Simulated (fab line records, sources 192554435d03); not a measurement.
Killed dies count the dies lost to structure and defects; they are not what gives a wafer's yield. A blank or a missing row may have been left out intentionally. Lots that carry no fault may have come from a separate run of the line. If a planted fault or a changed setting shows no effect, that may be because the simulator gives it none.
Matching of chambers -- flow n5Finfet -- N5_BEOL_M1_ETCH_77 on rieDiel-05: 4 sister chambers
The step etches underlayer in N2/H2, target depth 6.5 nm, time 5.2 s. 4 wafers are shown with their chamber, then 8 later ones without.

WAFERS WITH THEIR CHAMBER
wafer,chamber,showerheadPlenumPTorr (Torr)
L081.4,2,2.58
L084.1,3,2.62
L084.4,0,2.46
L087.2,1,2.55

WAFERS MISSING THEIR CHAMBER
wafer,showerheadPlenumPTorr (Torr)
L087.5,2.46
L087.6,2.55
L088.1,2.46
L088.3,2.56
L088.5,2.62
L089.1,2.62
L089.2,2.55
L089.6,2.55

CHAMBER TAKEN BY EACH
wafer,from the rows above,in truth
L087.5,0,0
L087.6,1,1
L088.1,0,0
L088.3,1,1
L088.5,3,3
L089.1,3,3
L089.2,1,1
L089.6,1,1
8 of 8 placed correctly. Can't be placed from these rows: 0. Number placed wrongly: 0.
How it was worked out, from the rows above alone: a wafer's distance from a chamber is the root of the sum, over the readings, of the square of ((its reading less the chamber's mean) divided by the reading's scatter). The wafer belongs to the nearest chamber; if the next one is less than 2 further off, it can't be placed. For every chamber, the mean is computed from those of its wafers that are shown. The scatter: with one shown wafer a chamber, the root of the mean of the squares of how far each hidden wafer lies from its nearest shown one.
